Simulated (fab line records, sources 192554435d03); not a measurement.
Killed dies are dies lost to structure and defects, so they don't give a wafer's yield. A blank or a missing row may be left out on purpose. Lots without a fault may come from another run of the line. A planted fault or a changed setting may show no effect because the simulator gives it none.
A struck lot beside a sound one | flow n5_finfet | 38 steps out of a route of 1938
Sound: wafers L346.1, L346.2, L346.3. Struck: wafers L353.3, L353.4, L353.5. The cause comes at the end.
At each step with rows: each side's tool, then ch and its chambers, then its first start. Under that, the readings that differ: sound wafers | struck wafers | difference of the means | sigmas: that difference in standard deviations of wafers without a fault.
alike: readings whose means differ by less than 2 such deviations, and words and numbers that are the same on both sides. not compared: withheld readings, readings that some wafer has no value for, bounds like >300 that may hide the same value, and numbers for which the record gives no deviation and whose values overlap.
The two part at a step that has a row with sigmas, a row that says differs or no value, or rows on one side only. Numbers that don't overlap but have no deviation are shown without sigmas and don't part them. A reading that every wafer of one side lacks parts them only if that side has two wafers or more.

first, 11 steps without rows for these wafers: N5_BEOL_M0_CUTY_DESCUM_61 (chemistry O2, time 7.9 s); N5_BEOL_M0_CUTY_ETCH_62 (etches SiARC in CF4, time 58.5 s); N5_BEOL_M0_CUTY_ETCH_63 (etches SOC in N2/H2, target depth 82.7 nm, overetch 16.5 nm, time 124 s); N5_BEOL_M0_CUTY_STRIP_64 (strips in N2/H2); N5_BEOL_M0_ETCH_138 (etches SiCN in CH3F/O2, target depth 12 nm, time 31.6 s); N5_BEOL_M0_HM_OPEN_105 (chemistry Cl2/BCl3, target TiN, target depth 12 nm); N5_BEOL_M0_STRIP_140 (strips in CF4); N5_BEOL_M0_STRIP_104 (strips in N2/H2); N5_BEOL_M0_WET_ETCH_106 (etches SiO2 in DHF, target depth 130 nm, rinse time 30 s); N5_BEOL_M0_ETCH_128 (etches SiCN in CF4/N2, target depth 12 nm, overetch 5.1 nm, time 21.4 s); N5_BEOL_M0_TRENCH_ETCH_107 (etches SiOC in C4F6/O2, target depth 32.8 nm, time 16.4 s).
N5_BEOL_M0_STRIP_142: strips in N2/H2, time 10 s.
  sound on rie_diel-02 ch 0,2,3, day 6 19:01; struck on rie_diel-02 ch 1,2,3, day 8 15:47
  alike: drypump_motor_current_A, h2_flow_sccm, oes_product_au, rf_vpp_V, showerhead_plenum_p_Torr, temp_c, throttle_valve_pct
  not compared: rf_hours_counter_h
then, 25 steps without rows for these wafers: N5_BEOL_M0_HM_STRIP_129 (strips TiN in peroxide tin strip, target depth 17 nm, time 108 s); N5_BEOL_M0_SRD_130 (time 30 s); N5_BEOL_M0_ETCH_109 (etches SiCN in CH3F/O2, target depth 8 nm, overetch 2.4 nm, time 27.4 s); N5_BEOL_M0_STRIP_139 (strips in post etch residue remover, time 60 s); N5_BEOL_M0_SRD_111 (time 30 s); N5_BEOL_M0_DEGAS_112 (time 60 s); N5_BEOL_M0_PRE_CLEAN_113 (time 30 s); N5_BEOL_M0_ALD_136 (deposits TaN, pulse time 2 s, purge time 3 s, co reactant purge time 2 s); N5_BEOL_M0_SURFACE_TREAT_137; N5_BEOL_M0_CVD_115 (deposits Co from CCTBA/H2, time 120 s); N5_BEOL_M0_SPUTTER_116 (material Cu, target thk 4 nm, time 7.37 s); N5_BEOL_M0_ANNEAL_117 (time 60 s); N5_BEOL_M0_SPUTTER_132 (material Cu, target thk 4 nm, time 7.37 s); N5_BEOL_M0_ANNEAL_133 (time 60 s); N5_BEOL_M0_SPUTTER_134 (material Cu, target thk 4 nm, time 7.37 s); N5_BEOL_M0_ANNEAL_135 (time 60 s); N5_BEOL_M0_SPUTTER_141 (material Cu, target thk 4 nm, time 7.37 s); N5_BEOL_M0_ECD_118 (material Cu, target thk 300 nm); N5_BEOL_M0_ANNEAL_119 (time 90 s); N5_BEOL_M0_CMP_120 (polishes, stops on SiOC, t overpolish 6.9 s); N5_BEOL_M0_PRE_CLEAN_131 (time 15 s); N5_BEOL_M0_CO_CAP_123 (material Co, precursor CCTBA/H2, target thk 2 nm, time 102.1 s); N5_BEOL_M0_PRE_CLEAN_124 (time 15 s); N5_BEOL_M0_DEP_125 (deposits SiCN from 3MS/NH3, target thk 8 nm, time 14 s); N5_BEOL_M1_ILD_DEP_00 (deposits SiOC from DEMS/O2, target thk 79 nm, time 15.3 s).
-- the record jumps here: 10 days lie between the struck wafers' starts before and after (it left off in module BEOL_M1 and takes up again in module PASSIVATION, whose first step shown is number 1936 of the route) --
N5_PASSIVATION_PROBE_49:
  sound on prober-02, day 15 01:11; struck on prober-01, day 19 03:08
  reading                  | sound          | struck         | difference | sigmas
  defect_limited_yield (%) | 93.3 92.9 92.1 | 85.0 84.4 87.9 | -7.0       | -6
  killed_at_M0_to_M3       | 24 29 25       | 115 120 93     | +83        | +8
  killed_dies              | 79 84 93       | 177 184 143    | +83        | +6
  killed_on_rim            | 8 8 11         | 27 24 24       | +16        | +4
  sort_bin_5_function (%)  | 4.4 4.2 5.3    | 8.3 9.7 6.7    | +3.6       | +4
  sort_bin_6_memory (%)    | 2.1 2.8 2.5    | 4.0 3.7 3.7    | +1.3       | +2
  sort_n_pass              | 1101 1096 1087 | 1003 996 1037  | -83        | -6
  sort_yield_pct (%)       | 93.3 92.9 92.1 | 85.0 84.4 87.9 | -7.0       | -6
  alike: killed_at_M4_up, killed_at_contacts, killed_at_front_end, killed_at_other, killed_open, killed_short

WHERE THEY PART
Only at N5_PASSIVATION_PROBE_49, within this record.

WHY: what the simulator had put in
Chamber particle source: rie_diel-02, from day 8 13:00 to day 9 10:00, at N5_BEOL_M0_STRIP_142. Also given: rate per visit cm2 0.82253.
